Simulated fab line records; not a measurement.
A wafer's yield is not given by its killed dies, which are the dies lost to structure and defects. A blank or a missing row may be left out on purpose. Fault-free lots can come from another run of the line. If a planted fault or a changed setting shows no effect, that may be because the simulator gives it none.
Matching of chambers | flow nand-harc | 3 sister chambers for NHARC_A_STAIRCASE_DEP_471 on pecvd-04
The step deposits SiO2, target thk 100 nm. 6 wafers are shown with their chamber, then 8 later ones without.

== WAFERS, EACH WITH ITS CHAMBER ==
wafer  | chamber | throttle-valve-pct (%) | heater-power-w (W)
L082.2 | 1       | 15.8                   | 617
L082.4 | 0       | 16.1                   | 679
L082.3 | 2       | 15.5                   | 625
L082.5 | 1       | 15.8                   | 611
L082.6 | 2       | 15.6                   | 638
L089.2 | 0       | 16.2                   | 724

== WAFERS MISSING THEIR CHAMBER ==
wafer  | throttle-valve-pct (%) | heater-power-w (W)
L089.5 | 16.1                   | 710
L089.6 | 15.5                   | 580
L092.1 | 15.7                   | 609
L092.2 | 16.0                   | 660
L092.4 | 16.3                   | 648
L097.1 | 15.8                   | 643
L097.2 | 15.5                   | 646
L097.5 | 15.4                   | 652

== WHICH CHAMBER EACH WENT THROUGH ==
wafer  | from the rows above     | in truth
L089.5 | 0                       | 0
L089.6 | 2                       | 2
L092.1 | can't be placed: 1 or 2 | 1
L092.2 | can't be placed: 0 or 1 | 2
L092.4 | 0                       | 0
L097.1 | 1                       | 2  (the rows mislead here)
L097.2 | 2                       | 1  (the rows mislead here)
L097.5 | 2                       | 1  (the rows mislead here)
Placed correctly: 3 of 8. Not placeable from these rows: 2 (in 1, the candidates include the true chamber). Wrongly placed: 3.
How it was worked out, from the rows above alone: a wafer's distance from a chamber is the root of the sum, over the readings, of the square of ((its reading less the chamber's mean) divided by the reading's scatter). The wafer belongs to the nearest chamber; if the next one is less than 2 further off, it can't be placed. For every chamber, the mean is computed from those of its wafers that are shown. The scatter: the root of (the sum of the squares of (reading less its chamber's mean) over the shown wafers, divided by (wafers less chambers)).
